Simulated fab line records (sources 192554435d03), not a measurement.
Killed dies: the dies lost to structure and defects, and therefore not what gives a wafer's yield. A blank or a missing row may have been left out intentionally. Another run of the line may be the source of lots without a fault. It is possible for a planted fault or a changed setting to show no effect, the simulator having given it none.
Matching of chambers / flow n5-finfet / pecvd-04 running N5_BEOL_M5_PECVD_70: 3 sister chambers
The step deposits SiO2 from TEOS/O2, target thk 16 nm, time 18 s. 3 wafers are shown with their chamber, then 12 later ones without.

WAFERS WITH THEIR CHAMBER
wafer=L087.5; chamber=1; throttle-valve-pct (%)=21.2
wafer=L089.5; chamber=0; throttle-valve-pct (%)=25.7
wafer=L089.6; chamber=2; throttle-valve-pct (%)=21.1

WAFERS WITH NO CHAMBER GIVEN
wafer=L090.3; throttle-valve-pct (%)=21.0
wafer=L090.4; throttle-valve-pct (%)=25.8
wafer=L090.6; throttle-valve-pct (%)=21.2
wafer=L091.1; throttle-valve-pct (%)=21.3
wafer=L091.5; throttle-valve-pct (%)=21.3
wafer=L091.6; throttle-valve-pct (%)=21.0
wafer=L096.1; throttle-valve-pct (%)=21.2
wafer=L096.4; throttle-valve-pct (%)=21.4
wafer=L096.5; throttle-valve-pct (%)=21.5
wafer=L097.1; throttle-valve-pct (%)=20.9
wafer=L097.5; throttle-valve-pct (%)=25.7
wafer=L097.6; throttle-valve-pct (%)=21.2

THE CHAMBER EACH PASSED THROUGH
wafer=L090.3; from the rows above=can't be placed: 2 or 1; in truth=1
wafer=L090.4; from the rows above=0; in truth=0
wafer=L090.6; from the rows above=can't be placed: 1 or 2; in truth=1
wafer=L091.1; from the rows above=can't be placed: 1 or 2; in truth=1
wafer=L091.5; from the rows above=can't be placed: 1 or 2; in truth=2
wafer=L091.6; from the rows above=can't be placed: 2 or 1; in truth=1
wafer=L096.1; from the rows above=can't be placed: 1 or 2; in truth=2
wafer=L096.4; from the rows above=can't be placed: 1 or 2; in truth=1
wafer=L096.5; from the rows above=can't be placed: 1 or 2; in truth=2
wafer=L097.1; from the rows above=can't be placed: 2 or 1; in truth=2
wafer=L097.5; from the rows above=0; in truth=0
wafer=L097.6; from the rows above=can't be placed: 1 or 2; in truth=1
Placed correctly: 2 of 12. From these rows, 10 cannot be placed; in 10 the true chamber is one of the candidates. Wrongly placed: 0.
How it was worked out, from the rows above alone: a wafer's distance from a chamber is the root of the sum, over the readings, of the square of ((its reading less the chamber's mean) divided by the reading's scatter). The wafer belongs to the nearest chamber; if the next one is less than 2 further off, it can't be placed. A chamber's mean is the mean of its shown wafers. The scatter: with one shown wafer a chamber, the root of the mean of the squares of how far each hidden wafer lies from its nearest shown one.
